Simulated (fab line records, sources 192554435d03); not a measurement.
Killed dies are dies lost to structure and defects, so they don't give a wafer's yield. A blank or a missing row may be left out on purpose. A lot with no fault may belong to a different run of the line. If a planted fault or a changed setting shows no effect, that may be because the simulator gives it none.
One fault through the eyes of 2 desks | flow n5_finfet | numbers are kept per desk, each desk with only its own; the story behind them comes last

== THE METROLOGY DESK ==
What the gauges read for every lot (on any tool): the sampled wafers with a number, averaged. Marked OUT: a lot whose mean sits more than 4 standard deviations from the usual mean, which makes it out of limits; the brackets give that distance. Readings shown: 7 of its 14, picked as those furthest out on some lot.
Columns: A = trench_depth_nm at N5_BEOL_M2_OCD_MEAS_38, usual 55.0 nm; B = cd_nm at N5_BEOL_M2_CD_MEAS_35, usual 17.98 nm; C = M2_THK at N5_BEOL_M2_THK_MEAS_53, usual 40.3 nm; D = M2_RS at N5_BEOL_M2_RS_MEAS_58, usual 0.67 ohm/sq; E = ION_P at N5_BEOL_M4_RC_MEAS_101, usual 461 uA/um; F = SS_N at N5_BEOL_M4_RC_MEAS_101, usual 71.4 mV/dec; G = VT_P at N5_BEOL_M4_RC_MEAS_101, usual -250 mV
lot  | first seen here | A    | B     | C    | D    | E   | F    | G
L836 | day 7 04:19     | 55.6 | 18.42 | 40.4 | 0.67 | 462 | 72.2 | -246
L840 | day 8 07:13     | 59.1 | 18.49 | 45.3 | 0.59 | 454 | 71.7 | -254
L845 | day 9 09:17     | 59.0 | 18.15 | 45.2 | 0.58 | 457 | 70.9 | -249
L849 | day 10 09:06    | 54.7 | 17.99 | 40.9 | 0.66 | 471 | 71.6 | -246
L856 | day 12 03:48    | 54.1 | 17.92 | 38.3 | 0.72 | 465 | 71.5 | -250
L857 | day 12 11:38    | 55.4 | 18.02 | 39.7 | 0.69 | 458 | 71.6 | -250
L855 | day 12 12:04    | 55.1 | 17.90 | 40.9 | 0.66 | 447 | 71.5 | -256
L858 | day 12 15:44    | 55.1 | 17.72 | 37.5 | 0.73 | 459 | 71.1 | -252
Result from this desk: across the 8 lots, nothing is out of limits.

== THE TOOL OWNER'S DESK: rie_diel-06 ==
The tool's own readings at N5_BEOL_M2_TRENCH_ETCH_37 (etches SiOC in C4F6/O2, target depth 55.555 nm, time 29.2 s): means of the sampled wafers that have a number, for each lot that ran on this tool. Marked OUT: a lot whose mean sits more than 4 standard deviations from the usual mean, which makes it out of limits; the brackets give that distance. 7 of its 8 readings are shown: the first one out of limits and those lying furthest out on some lot.
Columns: A = drypump_motor_current_A at N5_BEOL_M2_TRENCH_ETCH_37, usual 5.7 A; B = oes_f_703_au at N5_BEOL_M2_TRENCH_ETCH_37, usual 0.76 a.u.; C = oes_o_777_au at N5_BEOL_M2_TRENCH_ETCH_37, usual 0.76 a.u.; D = rf_fwd_power_W at N5_BEOL_M2_TRENCH_ETCH_37, usual 350.2 W; E = rf_vpp_V at N5_BEOL_M2_TRENCH_ETCH_37, usual 663 V; F = showerhead_plenum_p_Torr at N5_BEOL_M2_TRENCH_ETCH_37, usual 2.84 Torr; G = throttle_valve_pct at N5_BEOL_M2_TRENCH_ETCH_37, usual 20.91 %
lot  | first seen here | A   | B    | C    | D               | E   | F    | G
L836 | day 7 04:10     | 5.7 | 0.75 | 0.75 | 349.9           | 671 | 2.84 | 20.98
L840 | day 8 07:03     | 5.7 | 0.90 | 0.89 | 406.6 (+33) OUT | 629 | 2.88 | 20.88
L845 | day 9 09:08     | 5.7 | 0.89 | 0.88 | 408.4 (+34) OUT | 629 | 2.92 | 21.05
L857 | day 12 11:28    | 5.8 | 0.74 | 0.75 | 349.6           | 673 | 2.95 | 20.95
L855 | day 12 11:55    | 5.9 | 0.79 | 0.80 | 348.6           | 661 | 2.90 | 20.89
Finding of this desk: L840, L845 out of limits; the first was L840 at day 8 07:03, on rf_fwd_power_W at N5_BEOL_M2_TRENCH_ETCH_37. In limits: L836, L857, L855.

== PUT TOGETHER ==
On L840, L845, at day 8 07:03, an alarm was possible from the tool owner's desk.
At the metrology desk, nothing out of limits was observed.
The metrology desk holds a record of L840, L845, inside its limits.
All the named lots went through N5_BEOL_M2_TRENCH_ETCH_37 on rie_diel-06.

== WHAT THE SIMULATOR HAD PUT IN ==
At N5_BEOL_M2_TRENCH_ETCH_37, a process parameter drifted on rie_diel-06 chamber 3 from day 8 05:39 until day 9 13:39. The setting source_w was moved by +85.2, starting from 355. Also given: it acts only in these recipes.
Struck lots among those shown: L840, L845.
Delay in hours, fault start to first out-of-limits reading, by desk: the tool owner's desk at 1.
